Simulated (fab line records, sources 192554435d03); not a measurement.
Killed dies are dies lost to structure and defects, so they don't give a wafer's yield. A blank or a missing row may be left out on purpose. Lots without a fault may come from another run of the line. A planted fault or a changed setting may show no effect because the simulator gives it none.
Which tool did it? | flow n5_finfet | 10 lots, 27 wafers sampled, at 7 steps of a route of 1938

WHAT THE GAUGES READ, wafer by wafer
N5_DUMMY_GATE_CD_MEAS_15: target cd 25.8 nm.
lot  | measured    | on        | cd_nm (nm)
L782 | day 3 04:01 | cd_sem-02 | 25.22 25.19 25.44
L783 | day 3 09:20 | cd_sem-02 | 24.61 24.97 24.59
L785 | day 3 21:37 | cd_sem-02 | 24.66 24.66 24.84
L787 | day 4 14:01 | cd_sem-03 | 25.55 25.03
L788 | day 4 17:46 | cd_sem-03 | 25.01 25.31 25.26
L790 | day 5 09:16 | cd_sem-01 | 24.68 24.26 24.66
L791 | day 5 17:43 | cd_sem-01 | 25.02 25.06 25.35
L799 | day 7 09:21 | cd_sem-02 | 25.03 24.64
L800 | day 7 15:12 | cd_sem-02 | 25.08 25.54
L802 | day 8 07:59 | cd_sem-01 | 24.56 25.33 24.79

N5_DUMMY_GATE_INSPECT_17: inspects for defects (brightfield).
lot  | measured    | on                | raw_defect_count
L782 | day 3 04:07 | defect_inspect-02 | 139 320 168
L783 | day 3 09:26 | defect_inspect-02 | 76 159 121
L785 | day 3 21:43 | defect_inspect-01 | 197 223 223
L787 | day 4 14:06 | defect_inspect-02 | 222 263
L788 | day 4 17:52 | defect_inspect-01 | 178 192 193
L790 | day 5 09:27 | defect_inspect-01 | 230 270 238
L791 | day 5 17:51 | defect_inspect-01 | 162 155 112
L799 | day 7 09:26 | defect_inspect-01 | 245 219
L800 | day 7 15:17 | defect_inspect-01 | 308 211
L802 | day 8 08:05 | defect_inspect-01 | 243 217 300

N5_SD_EPI_N_EPI_MEAS_23.
lot  | measured    | on            | thk_nm (nm)
L782 | day 3 09:55 | film_metro-01 | 57.6 57.9 61.1
L783 | day 3 15:06 | film_metro-01 | 59.4 59.8 60.5
L785 | day 4 05:20 | film_metro-01 | 61.3 58.5 61.3
L787 | day 4 19:46 | film_metro-01 | 57.5 58.1
L788 | day 5 03:08 | film_metro-01 | 59.0 58.6 58.0
L790 | day 5 15:07 | film_metro-01 | 58.9 57.6 59.0
L791 | day 5 23:48 | film_metro-01 | 60.7 60.8 58.0
L799 | day 7 16:09 | film_metro-01 | 59.2 65.3
L800 | day 7 21:55 | film_metro-02 | 57.8 65.4
L802 | day 8 15:13 | film_metro-01 | 57.9 59.3 59.8

N5_SD_ACTIVATION_RS_MEAS_03: measures by four-point-probe.
lot  | measured    | on            | RS_SD_N (ohm/sq)  | RS_SD_P (ohm/sq)
L782 | day 3 14:59 | film_metro-02 | 21.92 21.77 21.54 | 56.6 55.0 56.8
L783 | day 3 20:37 | film_metro-01 | 21.58 21.45 21.40 | 56.2 57.0 55.4
L785 | day 4 10:45 | film_metro-01 | 21.57 21.46 21.61 | 56.2 56.4 55.8
L787 | day 5 02:16 | film_metro-01 | 22.26 22.20       | 55.7 56.2
L788 | day 5 09:42 | film_metro-01 | 21.43 21.73 21.50 | 55.3 56.3 56.5
L790 | day 5 20:32 | film_metro-02 | 22.17 21.89 22.29 | 56.5 56.4 57.4
L791 | day 6 05:12 | film_metro-01 | 21.53 21.47 21.89 | 57.1 55.0 56.6
L799 | day 7 21:31 | film_metro-01 | 22.09 19.70       | 55.3 54.8
L800 | day 8 03:52 | film_metro-01 | 21.82 19.75       | 55.2 55.2
L802 | day 8 20:29 | film_metro-01 | 21.73 21.86 21.35 | 55.9 56.3 56.3

N5_BEOL_M4_RC_MEAS_101.
lot  | measured     | on        | DIBL_N (mV/V)  | DIBL_P (mV/V)  | IOFF_N (nA/um) | IOFF_P (nA/um) | ION_N (uA/um) | ION_P (uA/um) | RS_SD_N (ohm/sq) | SS_N (mV/dec)  | SS_P (mV/dec)  | VT_N (mV)   | VT_P (mV)
L782 | day 12 09:55 | prober-01 | 36.0 41.0 37.1 | 33.5 39.8 35.3 | 0.15 0.31 0.17 | 0.17 0.28 0.20 | 683 702 672   | 459 465 459   | 28.4 28.4 28.2   | 71.5 72.3 71.9 | 73.2 74.6 73.7 | 248 239 247 | -252 -246 -250
L783 | day 12 01:04 | prober-02 | 42.7 36.7 42.0 | 41.4 34.8 40.6 | 0.26 0.13 0.25 | 0.31 0.18 0.30 | 704 672 707   | 480 465 482   | 28.3 28.5 27.9   | 73.3 71.3 72.9 | 74.6 72.9 74.4 | 244 254 245 | -245 -254 -247
L785 | day 12 14:16 | prober-01 | 36.2 37.5 41.2 | 35.5 38.0 40.8 | 0.13 0.16 0.24 | 0.16 0.20 0.24 | 658 679 677   | 441 457 452   | 27.8 28.0 28.4   | 72.6 72.2 72.4 | 73.6 72.6 74.0 | 254 251 245 | -256 -254 -250
L787 | day 13 17:46 | prober-01 | 36.3 39.2      | 37.5 41.1      | 0.16 0.23      | 0.21 0.26      | 684 700       | 469 471       | 28.9 28.6        | 72.1 72.5      | 73.8 75.4      | 252 245     | -249 -248
L788 | day 13 10:34 | prober-01 | 40.2 39.1 38.9 | 40.8 39.3 38.2 | 0.22 0.21 0.19 | 0.27 0.24 0.22 | 673 687 662   | 456 465 449   | 27.9 27.9 28.1   | 72.8 72.5 71.9 | 74.5 73.8 73.5 | 246 247 251 | -248 -248 -251
L790 | day 13 21:57 | prober-01 | 37.6 40.3 38.8 | 36.9 38.5 38.6 | 0.16 0.23 0.18 | 0.23 0.25 0.24 | 664 682 670   | 460 461 455   | 28.6 28.2 28.7   | 72.0 72.7 71.5 | 74.0 74.1 73.5 | 250 247 251 | -249 -245 -250
L791 | day 14 11:06 | prober-02 | 34.1 36.3 34.2 | 34.6 37.9 35.2 | 0.14 0.19 0.16 | 0.18 0.24 0.19 | 668 697 689   | 453 472 470   | 27.8 28.1 28.4   | 70.5 72.3 71.6 | 72.2 73.2 73.5 | 250 247 247 | -252 -248 -249
L799 | day 16 00:22 | prober-01 | 38.0 39.6      | 36.7 38.5      | 0.18 0.20      | 0.22 0.24      | 665 683       | 457 463       | 28.3 25.5        | 71.2 72.0      | 73.7 74.4      | 248 246     | -250 -251
L800 | day 16 18:10 | prober-01 | 38.2 33.5      | 38.9 32.8      | 0.19 0.11      | 0.24 0.16      | 685 677       | 466 461       | 28.8 25.6        | 71.8 70.6      | 73.5 72.8      | 246 254     | -248 -255
L802 | day 17 01:52 | prober-02 | 38.5 35.3 36.5 | 36.9 35.0 36.6 | 0.20 0.15 0.15 | 0.21 0.19 0.20 | 681 682 671   | 464 464 457   | 28.2 28.1 27.7   | 72.8 71.3 71.7 | 73.6 73.6 73.2 | 247 248 251 | -249 -249 -249

WHICH TOOL RAN EACH LOT (tool, then ch and the chambers of the sampled wafers, then the start)
lot  | N5_DUMMY_GATE_ETCH_32           | N5_SD_EPI_N_EPI_21
L782 | rie_si-04 ch 1,3, day 3 04:52   | epi_rpcvd-01 ch 0, day 3 08:12
L783 | rie_si-05 ch 1,2, day 3 10:08   | epi_rpcvd-01 ch 0, day 3 13:40
L785 | rie_si-06 ch 0,1, day 3 22:25   | epi_rpcvd-01 ch 0, day 4 03:38
L787 | rie_si-06 ch 1, day 4 14:48     | epi_rpcvd-03 ch 0, day 4 18:53
L788 | rie_si-06 ch 0,3, day 4 18:34   | epi_rpcvd-02 ch 0, day 5 01:26
L790 | rie_si-04 ch 1,3, day 5 10:09   | epi_rpcvd-02 ch 0, day 5 13:25
L791 | rie_si-06 ch 0,1,2, day 5 18:44 | epi_rpcvd-01 ch 0, day 5 22:05
L799 | rie_si-04 ch 1,2, day 7 10:10   | epi_rpcvd-01 ch 0, day 7 14:37
L800 | rie_si-05 ch 1,3, day 7 16:15   | epi_rpcvd-01 ch 0, day 7 20:22
L802 | rie_si-06 ch 1,2,3, day 8 08:55 | epi_rpcvd-02 ch 0, day 8 13:31
- N5_DUMMY_GATE_ETCH_32: etches SiO2 in CF4, target depth 3.5 nm, time 3.9 s.
- N5_SD_EPI_N_EPI_21: deposits Si:P, time 690 s.

WHAT THE TOOLS THEMSELVES READ (means of the sampled wafers that have a number; where no wafer has one, the mark that the record gives instead)
N5_DUMMY_GATE_ETCH_32.
lot  | tool      | bias_w (W) | drypump_motor_current_A (A) | oes_product_au (a.u.) | throttle_valve_pct (%)
L782 | rie_si-04 | 399.8      | 5.9                         | 1.029                 | 21.55
L783 | rie_si-05 | 400.8      | 5.3                         | 0.990                 | 21.99
L785 | rie_si-06 | 399.0      | 6.0                         | 0.969                 | 21.50
L787 | rie_si-06 | 398.0      | 6.0                         | 0.961                 | 21.45
L788 | rie_si-06 | 400.5      | 5.9                         | 0.996                 | 21.64
L790 | rie_si-04 | 399.5      | 5.8                         | 1.024                 | 21.55
L791 | rie_si-06 | 399.5      | 6.1                         | 0.965                 | 21.52
L799 | rie_si-04 | 398.5      | 5.5                         | 0.996                 | 22.02
L800 | rie_si-05 | 400.5      | 5.7                         | 1.023                 | 21.58
L802 | rie_si-06 | 400.3      | 5.9                         | 0.978                 | 21.54

THE ANSWER, worked out from the rows above alone
Rule: what is usual is taken from the lots themselves. Put in order of their means at a reading, lots are off if they are a third of the lots or fewer, leave a main group of 4 or more, and stand apart from it by a gap of 3 or more times the standard deviation of the main group's means; of several such gaps the widest counts. A main group whose means are all the same, to the digits that the tables above print for the reading, isn't used. A lot without any number at a reading at which 4 lots or more have one is off too. The other lots that the step has rows for count as sound. The gauges are gone through in route order, then the tools' own readings, and for those a lot's mean is taken as printed above. The first step at which some lot is off is used, and at that step the reading that is off furthest; a lot without a number counts as furthest.
Off: L799, L800, at N5_SD_ACTIVATION_RS_MEAS_03 (RS_SD_P). The main group: mean 56.2 ohm/sq, standard deviation 0.23.
A tool fits if, at a process step before that reading, it ran every lot that is off, and no sound lot after the first of them. The gauges at N5_SD_ACTIVATION_RS_MEAS_03 aren't tried: what is off there is off at N5_BEOL_M4_RC_MEAS_101 too, on other tools, and a gauge's error can't cause that. One fits: epi_rpcvd-01 at N5_SD_EPI_N_EPI_21. Its last sound lot is L791 (day 5 22:05), its first lot that is off L799 (day 7 14:37): a fault that began between those two fits.

WHAT THE SIMULATOR HAD PUT IN
Process parameter drift: epi_rpcvd-01, from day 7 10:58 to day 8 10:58, at N5_SD_EPI_N_EPI_21. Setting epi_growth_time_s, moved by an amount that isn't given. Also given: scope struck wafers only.
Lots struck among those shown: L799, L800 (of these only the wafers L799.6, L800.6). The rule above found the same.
